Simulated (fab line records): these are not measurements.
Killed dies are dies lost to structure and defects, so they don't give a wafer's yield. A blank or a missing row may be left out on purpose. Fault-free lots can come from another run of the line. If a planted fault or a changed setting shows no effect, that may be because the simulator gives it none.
fab line records | flow n5-finfet
record lots=10 wafers=30 last-day=19
route steps=1938 shown BEOL_M2@900 TV_OPEN@1890 PASSIVATION@1908
lots that met no fault: from a run of the same line without faults
start-h: the number of hours between the record's first day and the start of the first shown wafer of the lot | wait-h: hours from the lot's prior step to this one | " same as the row above | L1.1+2: a row that stands for several wafers | - either no value or no given start | * or withheld: withheld | < > ~ a bound
route shown NAME@n: a module of which the file shows steps, and the number in the route of the first | usual: mean/standard deviation of fault-free wafers | same: alike in all rows | chamber/n: place in a boat | sites: readings site by site | _std_site: the values' standard deviation | _edge_site: outer sites' mean less inner sites' | radius-mm: for every site, how far away it sits from the centre of the wafer | mask NAME#n: copy n | behind: the tool/chamber that last shaped the wafer | hold: the reason the lot was held/the length of the hold in hours/how it ended | device: which transistor (n, p or np) failed to switch | end of line: at the end of the route, the tests of the same wafers | a step without rows: its recipe alone | killed: count of dies lost to structure and defects at first sort (not the wafer's yield) | map: a wafer's dies, x killed, . not, _ none there
set.NAME: the setting that was run; set.NAME@STEP: the one run at that earlier step | model.NAME: the simulator's own value behind a step, which no gauge read
a sample of lots followed through the steps of the route, with each step as a table and each wafer as a row
services: a tool's chamber out of use, with start hour (start-h, from the record's first day; less than 0 if before it), hours out, and reason
## steps
# step N5_BEOL_M2_PRE_CLEAN_45
# recipe gas=H2/He time-s=30 temp-c=250
# usual heater-power-w=329/34
# columns lot.wafer tool chamber start-h wait-h heater-power-w
L123.1 pvd-sputter-03 - 136.33 0.0 290
L123.3 " - " " 323
L123.5 " - " " 298
L124.2 pvd-sputter-01 - 150.14 0.0 336
L124.4 " - " " 379
L124.6 " - " " 386
L125.1 pvd-sputter-01 - 150.22 0.0 321
L125.4 " - " " 382
L125.6 " - " " 333
L126.1 pvd-sputter-03 - 150.25 0.0 320
L126.4 " - " " 296
L126.6 " - " " 289
L134.2 pvd-sputter-03 - 216.89 0.0 324
L134.5 " - " " 327
L134.6 " - " " 316
L135.1 pvd-sputter-03 - 226.87 0.0 324
L135.3 " - " " 297
L135.5 " - " " 293
L142.2 pvd-sputter-01 - 258.54 0.0 321
L142.3 " - " " 388
L142.4 " - " " 373
L144.2 pvd-sputter-02 - 267.99 0.0 288
L144.5 " - " " 288
L144.6 " - " " 333
L145.1 pvd-sputter-02 - 280.49 0.0 384
L145.2 " - " " 283
L145.5 " - " " 396
L146.3 pvd-sputter-02 - 287.67 0.0 397
L146.4 " - " " 305
L146.5 " - " " 290
# step N5_PASSIVATION_ETCH_15
# recipe chemistry=CF4/N2 target=SiCN target-depth-a=750 taper-deg=2 time-s=81.2 ion-energy-ev=150 mask-material=SiNx pressure-mtorr=40 source-w=430 bias-w=70 Ar_flow_sccm=100 cf4-flow-sccm=60 n2-flow-sccm=60
# usual bias-w=70.01/0.2 drypump-motor-current-A=5.6/0.53 mfc-ar-sccm=100.04/0.29 oes-product-au=0.77/0.08 rf-vpp-V=382.5/2.1 showerhead-plenum-p-Torr=2.22/0.076 throttle-valve-pct=15.56/0.24
# columns lot.wafer tool chamber start-h wait-h bias-w drypump-motor-current-A mfc-ar-sccm oes-product-au rf-hours-counter-h rf-vpp-V showerhead-plenum-p-Torr throttle-valve-pct
L123.1 rie-diel-03 1 - - 70.20 6.0 99.67 0.69 190 382.3 2.19 15.72
L123.3 " 2 " " 69.76 6.1 100.13 0.96 9 383.5 2.26 15.08
L123.5 " 1 " " 70.22 6.0 100.33 0.69 - 382.2 2.19 15.72
L126.1 rie-diel-05 0 - - 70.40 5.8 100.46 0.80 96 385.2 2.32 15.42
L126.4 " 3 " " 70.18 6.1 99.94 0.82 61 380.1 2.14 15.14
L126.6 " 1 " " 69.96 5.6 100.50 0.80 - 387.0 2.33 15.64
L125.1 rie-diel-04 3 - - 70.05 4.9 99.58 0.72 194 384.0 2.27 15.62
L125.4 " 1 " " 69.85 4.9 100.02 0.72 186 384.5 2.28 15.86
L125.6 " 0 " " 70.19 5.3 99.75 0.72 - 381.7 2.20 15.33
L124.2 rie-diel-04 1 - - 70.06 4.9 99.75 0.72 188 384.0 2.28 15.88
L124.4 " 3 " " 69.78 4.9 100.01 0.71 197 385.0 2.27 15.63
L124.6 " 2 " " 69.72 5.1 100.14 0.70 - 379.3 2.10 15.60
L134.2 rie-diel-05 0 - - 70.03 5.8 100.07 0.78 117 383.4 2.31 15.45
L134.5 " 0 " " 69.96 5.8 100.34 0.78 - 384.7 2.31 15.44
L134.6 " 3 " " 70.36 6.2 99.67 0.80 - 381.0 2.14 15.19
L135.1 rie-diel-03 1 - - 70.13 6.1 99.88 0.68 221 381.6 2.18 15.78
L135.3 " 3 " " 70.07 6.3 100.35 0.86 61 380.9 2.16 15.63
L135.5 " 1 " " 70.45 6.0 100.56 0.67 - 382.1 2.18 15.78
L142.2 rie-diel-03 3 - - 69.65 6.3 99.69 0.85 73 381.7 2.15 15.64
L142.3 " 0 " " 69.96 4.9 99.72 0.70 227 380.0 2.09 15.85
L142.4 " 1 " " 69.90 6.1 100.15 0.67 231 380.7 2.18 15.79
L144.2 rie-diel-04 1 - - 70.22 4.9 99.91 0.69 225 383.7 2.27 15.96
L144.5 " 1 " " 69.80 4.9 99.91 0.68 - 382.6 2.27 15.96
L144.6 " 0 " " 69.89 5.3 100.42 0.68 - 381.1 2.18 15.41
L145.1 rie-diel-03 1 - - 70.20 6.0 100.50 0.66 238 381.7 2.18 15.80
L145.2 " 0 " " 70.25 4.9 99.60 0.70 233 379.8 2.09 15.86
L145.5 " 1 " " 70.18 6.1 100.32 0.66 - 381.2 2.18 15.81
L146.3 rie-diel-05 3 - - 69.94 6.1 99.76 0.78 105 380.2 2.13 15.25
L146.4 " 0 " " 70.08 5.8 99.73 0.76 141 384.5 2.30 15.49
L146.5 " 2 " " 70.23 5.0 99.86 0.82 - 385.7 2.31 15.57
# step N5_PASSIVATION_DESCUM_32
# recipe chemistry=O2 time-s=7.9 source-power-w=50 bias-power-w=20 pressure-mtorr=20 rf-frequency-hz=2.712e+07 temp-c=40 o2-flow-sccm=225
# usual drypump-motor-current-A=5.5/0.38 oes-product-au=0.78/0.1 rf-vpp-V=242.9/1.5 showerhead-plenum-p-Torr=2.08/0.083 throttle-valve-pct=20.53/0.21
# columns lot.wafer tool chamber start-h wait-h drypump-motor-current-A oes-product-au rf-hours-counter-h rf-vpp-V showerhead-plenum-p-Torr throttle-valve-pct
L123.1 rie-diel-01 2 265.28 0.0 5.7 0.77 127 243.8 2.11 20.64
L123.3 " 3 " " 5.7 0.73 215 242.8 2.06 20.63
L123.5 " 0 " " 5.8 0.79 - 243.9 2.11 20.56
L126.1 rie-diel-01 2 285.29 0.1 5.7 0.76 135 244.2 2.10 20.67
L126.4 " 0 " " 5.7 0.79 108 243.5 2.10 20.56
L126.6 " 2 " " 5.6 0.77 - 242.0 2.10 20.66
L125.1 rie-diel-02 0 285.44 0.1 6.2 0.74 191 241.4 1.99 20.32
L125.4 " 1 " " 5.2 0.73 178 241.7 2.10 20.58
L125.6 " 3 " " 5.1 0.71 - 245.9 2.17 21.02
L124.2 rie-diel-06 3 295.01 0.1 5.9 0.71 211 242.1 1.98 20.55
L124.4 " 1 " " 5.2 0.90 38 243.7 2.03 20.21
L124.6 " 3 " " 5.9 0.72 - 242.0 1.98 20.55
L134.2 rie-diel-02 0 360.08 0.0 6.2 0.72 221 240.6 1.98 20.38
L134.5 " 3 " " 5.1 0.69 - 245.0 2.16 21.06
L134.6 " 0 " " 6.1 0.72 - 240.6 1.98 20.39
L135.1 rie-diel-01 1 363.87 0.0 5.7 0.82 92 243.2 2.10 20.36
L135.3 " 2 " " 5.7 0.74 161 243.0 2.09 20.70
L135.5 " 0 " " 5.8 0.76 - 242.4 2.09 20.60
L142.2 rie-diel-02 0 400.30 0.1 6.1 0.71 237 240.8 1.98 20.40
L142.3 " 3 " " 5.1 1.00 0 244.5 2.16 20.62
L142.4 " 0 " " 6.2 0.70 - 242.1 1.98 20.40
L144.2 rie-diel-02 2 412.60 0.0 5.3 0.91 20 245.6 2.23 20.70
L144.5 " 2 " " 5.3 0.92 - 245.7 2.23 20.69
L144.6 " 0 " " 6.2 0.70 - 241.2 1.97 20.41
L145.1 rie-diel-02 3 423.97 0.0 5.1 0.94 9 243.9 2.16 20.61
L145.2 " 2 " " 5.3 0.91 24 243.3 2.23 20.68
L145.5 " 2 " " 5.3 0.91 - 245.0 2.23 20.68
L146.3 rie-diel-06 2 443.30 0.2 5.1 0.91 19 244.3 2.12 20.14
L146.4 " 3 " " 5.9 0.94 12 244.7 2.23 20.27
L146.5 " 1 " " 5.2 0.81 - 243.2 2.01 20.30
# step N5_PASSIVATION_PASS_ETCH_47
# recipe chemistry=CF4/O2 target=SiNx target-depth-a=7700 time-s=385 ion-energy-ev=100 pressure-mtorr=40 source-w=535 bias-w=49 Ar_flow_sccm=100 cf4-flow-sccm=100 O2_flow_sccm=10
# usual bias-w=49.01/0.15 drypump-motor-current-A=5.6/0.32 mfc-ar-sccm=100.0/0.31 oes_o_777_au=0.77/0.076 oes-product-au=0.77/0.081 rf-vpp-V=242/4.9 showerhead-plenum-p-Torr=2.20/0.062 throttle-valve-pct=16.04/0.18
# columns lot.wafer tool chamber start-h wait-h bias-w drypump-motor-current-A mfc-ar-sccm oes_o_777_au oes-product-au rf-hours-counter-h rf-vpp-V showerhead-plenum-p-Torr throttle-valve-pct
L123.1 rie-diel-02 0 267.78 0.0 48.86 6.1 99.9 0.74 0.75 185 236 2.11 15.89
L123.3 " 1 " " 49.10 5.3 100.2 0.74 0.74 173 237 2.20 15.97
L123.5 " 1 " " 49.23 5.3 100.1 0.74 0.74 - 238 2.20 15.94
L126.1 rie-diel-02 1 287.24 0.0 49.07 5.2 100.0 0.74 0.73 179 237 2.20 15.97
L126.4 " 3 " " 49.17 5.1 99.9 0.74 0.72 218 249 2.27 16.32
L126.6 " 0 " " 49.13 6.2 99.8 0.75 0.74 - 235 2.11 15.88
L125.1 rie-diel-06 1 287.40 0.0 48.97 5.2 99.8 0.87 0.92 35 244 2.17 15.74
L125.4 " 2 " " 48.93 5.1 99.5 0.67 0.68 236 241 2.26 16.09
L125.6 " 2 " " 48.99 5.2 100.0 0.67 0.68 - 241 2.26 16.09
L124.2 rie-diel-01 2 296.93 0.0 49.27 5.6 100.2 0.77 0.76 139 237 2.21 16.05
L124.4 " 3 " " 48.96 5.7 100.2 0.70 0.71 226 242 2.18 16.18
L124.6 " 3 " " 48.67 5.7 99.9 0.70 0.71 - 244 2.18 16.18
L134.2 rie-diel-06 1 362.01 0.0 48.97 5.2 100.0 0.83 0.87 64 244 2.16 15.81
L134.5 " 3 " " 48.91 5.9 100.1 0.69 0.70 - 233 2.10 16.18
L134.6 " 2 " " 49.18 5.1 100.0 0.65 0.66 - 241 2.25 16.14
L135.1 rie-diel-06 3 365.83 0.0 48.91 5.9 99.7 0.69 0.71 240 233 2.10 16.17
L135.3 " 1 " " 49.18 5.2 100.3 0.84 0.87 66 245 2.16 15.81
L135.5 " 2 " " 49.17 5.1 100.0 0.65 0.66 - 241 2.25 16.15
L142.2 rie-diel-02 0 409.08 0.0 48.98 6.1 99.8 0.70 0.70 241 236 2.09 15.99
L142.3 " 2 " " 49.00 5.3 99.9 0.89 0.91 19 253 2.35 16.04
L142.4 " 0 " " 48.95 6.1 99.7 0.70 0.70 - 236 2.09 15.97
L144.2 rie-diel-01 0 414.68 0.0 49.09 5.7 99.5 0.75 0.75 157 242 2.19 16.04
L144.5 " 0 " " 49.18 5.7 99.5 0.75 0.74 - 241 2.19 16.04
L144.6 " 3 " " 49.04 5.7 99.8 0.92 0.94 - 242 2.16 15.77
L145.1 rie-diel-06 1 425.95 0.0 49.35 5.2 99.6 0.80 0.83 92 244 2.15 15.85
L145.2 " 3 " " 49.21 5.9 100.6 0.95 0.96 6 235 2.36 15.73
L145.5 " 3 " " 49.30 5.9 100.2 0.94 0.96 - 237 2.36 15.71
L146.3 rie-diel-01 3 445.21 0.0 49.03 5.7 100.2 0.90 0.91 23 242 2.16 15.79
L146.4 " 0 " " 48.88 5.8 99.5 0.75 0.74 167 242 2.19 16.06
L146.5 " 0 " " 48.94 5.8 99.7 0.75 0.74 - 242 2.19 16.05
# step N5_PASSIVATION_PROBE_49
# usual defect-limited-yield=91.4/1.5 killed_at_M0_to_M3=35/12 killed_at_M4_up=13/5.8 killed-at-contacts=12/5.5 killed-at-front-end=36/9.9 killed-at-other=4/3.7 killed-dies=101/18 killed-open=66/13 killed-short=33/8 sort_bin_4_leakage=0.00/0.016 sort_bin_5_function=5.0/1 sort_bin_6_memory=3.2/0.67 sort-n-pass=1079/18 sort-yield-pct=91.4/1.5
# same gross-dies=1180 killed-at-back-side=0 sort_bin_8_speed[%]=0
# columns lot.wafer tool chamber start-h wait-h defect-limited-yield[%] killed_at_M0_to_M3 killed_at_M4_up killed-at-contacts killed-at-front-end killed-at-other killed-dies killed-open killed-short sort_bin_4_leakage[%] sort_bin_5_function[%] sort_bin_6_memory[%] sort-n-pass sort-yield-pct[%]
L134.2 prober-02 - 365.07 0.1 85.9 88 12 20 38 8 166 64 34 0 7.2 4.1 1014 85.9
L134.5 prober-02 - 365.22 0.2 79.1 178 21 13 30 5 247 62 28 0 14.0 3.1 933 79.1
L134.6 prober-02 - 365.27 0.3 86.7 89 12 13 39 4 157 61 27 0 6.4 4.0 1023 86.7
L135.1 prober-01 - 368.84 0.0 80.6 183 10 6 29 1 229 43 22 0 12.0 2.5 951 80.6
L135.3 prober-01 - 368.94 0.1 81.0 175 13 4 28 4 224 48 19 0 11.4 3.1 956 81.0
L135.5 prober-01 - 369.04 0.2 80.3 181 8 4 36 3 232 51 25 0.17 11.0 4.5 946 80.2
# killed by level:class
L134.2 BEOL_M2:unspecified=67 MOL_CONTACT_COAG:geometric-particle:open=16 FIN_SAQP:geometric-particle:open=7 FIN_SAQP:geometric-particle:short=7 BEOL_M0_SAQP:geometric-particle:short=7 BEOL_M4:geometric-particle:open=6 BEOL_M0_SAQP:geometric-particle:open=6 STI_FIN_REVEAL:geometric-particle:open=5
L134.5 BEOL_M2:unspecified=157 BEOL_M4:geometric-particle:open=13 MOL_CONTACT_COAG:geometric-particle:open=10 BEOL_M0_SAQP:geometric-particle:open=8 FIN_SAQP:geometric-particle:open=5 FIN_SAQP:geometric-particle:short=5 GATE_CUT:geometric-particle:short=4 BEOL_M1:geometric-particle:open=4
L134.6 BEOL_M2:unspecified=64 FIN_SAQP:geometric-particle:open=10 MOL_CONTACT_COAG:geometric-particle:open=8 FIN_SAQP:geometric-particle:short=7 BEOL_M4:geometric-particle:open=6 BEOL_M0_SAQP:geometric-particle:open=5 BEOL_M0_SAQP:geometric-particle:short=5 DUMMY_GATE:geometric-particle:open=4
L135.1 BEOL_M2:unspecified=161 BEOL_M0_SAQP:geometric-particle:open=7 MOL_CONTACT_COAG:geometric-particle:open=6 BEOL_M1:geometric-particle:open=5 SPACER0:geometric-particle:short=4 GATE_CUT:geometric-particle:short=4 STARTING-WAFER:geometric-particle:open=4 SPACER0:geometric-particle:open=3
L135.3 BEOL_M2:unspecified=157 BEOL_M3:geometric-particle:open=8 SPACER0:geometric-particle:short=4 BEOL_M8:geometric-particle:open=4 STARTING-WAFER:geometric-particle:short=4 STI_FIN_REVEAL:geometric-particle:open=3 SPACER0:geometric-particle:open=3 GATE_CUT:geometric-particle:short=3
L135.5 BEOL_M2:unspecified=156 BEOL_M0_SAQP:geometric-particle:open=8 BEOL_M1:geometric-particle:open=6 FIN_SAQP:geometric-particle:short=5 DUMMY_GATE:geometric-particle:open=5 SPACER0:geometric-particle:open=5 GATE_CUT:geometric-particle:short=4 MOL_CONTACT_COAG:geometric-particle:open=4
## services
# columns tool chamber start-h hours kind
pvd-sputter-01 - 115.70 5.3 repair
rie-diel-05 - 147.63 0.9 repair
rie-diel-03 0 154.99 7.7 repair
rie-diel-02 2 173.19 5.9 repair
rie-diel-04 - 174.46 15.6 pm
rie-diel-06 1 176.21 35.1 repair
rie-diel-05 2 179.59 5.7 repair
rie-diel-02 - 182.74 0.5 repair
rie-diel-05 1 184.83 6.6 repair
rie-diel-02 2 192.53 6.0 repair
rie-diel-03 0 196.77 6.4 repair
rie-diel-04 3 200.90 12.8 repair
rie-diel-04 2 216.19 9.9 repair
rie-diel-06 2 229.79 1.7 repair
rie-diel-03 - 253.91 0.7 repair
rie-diel-02 2 312.22 9.2 repair
rie-diel-06 0 324.90 17.4 repair
rie-diel-06 3 332.84 3.2 repair
rie-diel-02 1 370.46 5.3 repair
rie-diel-02 1 395.15 19.8 repair
rie-diel-01 0 400.75 3.4 repair
rie-diel-01 1 418.16 1.6 repair
pvd-sputter-03 - 426.64 6.9 repair
rie-diel-02 2 442.12 2.3 repair
## key
first-sign step=N5_PASSIVATION_PROBE_49 reading=killed_at_M0_to_M3 direction=up sigmas=9.8 usual=35 struck=149
effect step=N5_PASSIVATION_PROBE_49 reading=defect-limited-yield direction=down sigmas=6 usual=91.4 struck=82.3
more-kills-born-at N5_BEOL_M2_PRE_CLEAN_45@pvd-sputter-03=762
met-at N5_BEOL_M2_PRE_CLEAN_45
struck-lots L134,L135
not-acting-at N5_PASSIVATION_ETCH_15,N5_PASSIVATION_DESCUM_32,N5_PASSIVATION_PASS_ETCH_47
onset-between 150.25 216.89
fault kind=chamber-particle-source tool=pvd-sputter-03 chamber=- onset-h=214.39 steps=N5_BEOL_M2_PRE_CLEAN_45 rate-per-visit-cm2=2.1945 end-h=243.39
